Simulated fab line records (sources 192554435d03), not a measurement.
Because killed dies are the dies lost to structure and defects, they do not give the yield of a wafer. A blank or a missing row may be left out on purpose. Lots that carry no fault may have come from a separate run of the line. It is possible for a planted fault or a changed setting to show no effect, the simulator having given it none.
Chamber matching | flow n5_finfet | uv_cure-03 running N5_BEOL_M9_CURE_72: 3 sister chambers
The step cures SiCOH lowk, time 120 s. 3 wafers are shown with their chamber, then 11 later ones without.

## WAFERS, EACH WITH ITS CHAMBER
wafer  | chamber | wafer_temp_C_max
L076.6 | 2       | 372.4
L081.6 | 1       | 371.3
L088.2 | 0       | 372.4

## WAFERS WITHOUT THEIR CHAMBER
wafer  | wafer_temp_C_max
L088.4 | 371.6
L088.6 | 371.7
L090.4 | 372.0
L090.5 | 371.8
L090.6 | 371.8
L094.1 | 371.3
L094.2 | 371.8
L094.3 | 371.0
L094.4 | 371.2
L094.5 | 371.1
L094.6 | 371.2

## WHICH CHAMBER EACH ONE RAN IN
wafer  | from the rows above          | in truth
L088.4 | can't be placed: 1 or 0 or 2 | 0
L088.6 | can't be placed: 1 or 0 or 2 | 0
L090.4 | can't be placed: 0 or 2 or 1 | 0
L090.5 | can't be placed: 1 or 0 or 2 | 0
L090.6 | can't be placed: 1 or 0 or 2 | 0
L094.1 | 1                            | 1
L094.2 | can't be placed: 1 or 0 or 2 | 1
L094.3 | 1                            | 1
L094.4 | 1                            | 1
L094.5 | 1                            | 1
L094.6 | 1                            | 1
Correctly placed: 5 of 11. Not placeable from these rows: 6 (in 6, the candidates include the true chamber). Placed wrongly: 0.
How it was worked out, from the rows above alone: a wafer's distance from a chamber is the root of the sum, over the readings, of the square of ((its reading less the chamber's mean) divided by the reading's scatter). The wafer belongs to the nearest chamber; if the next one is less than 2 further off, it can't be placed. Each chamber's mean is taken over the wafers shown for it. The scatter: root of mean squared gap, hidden wafer to nearest shown wafer, with one shown wafer a chamber.
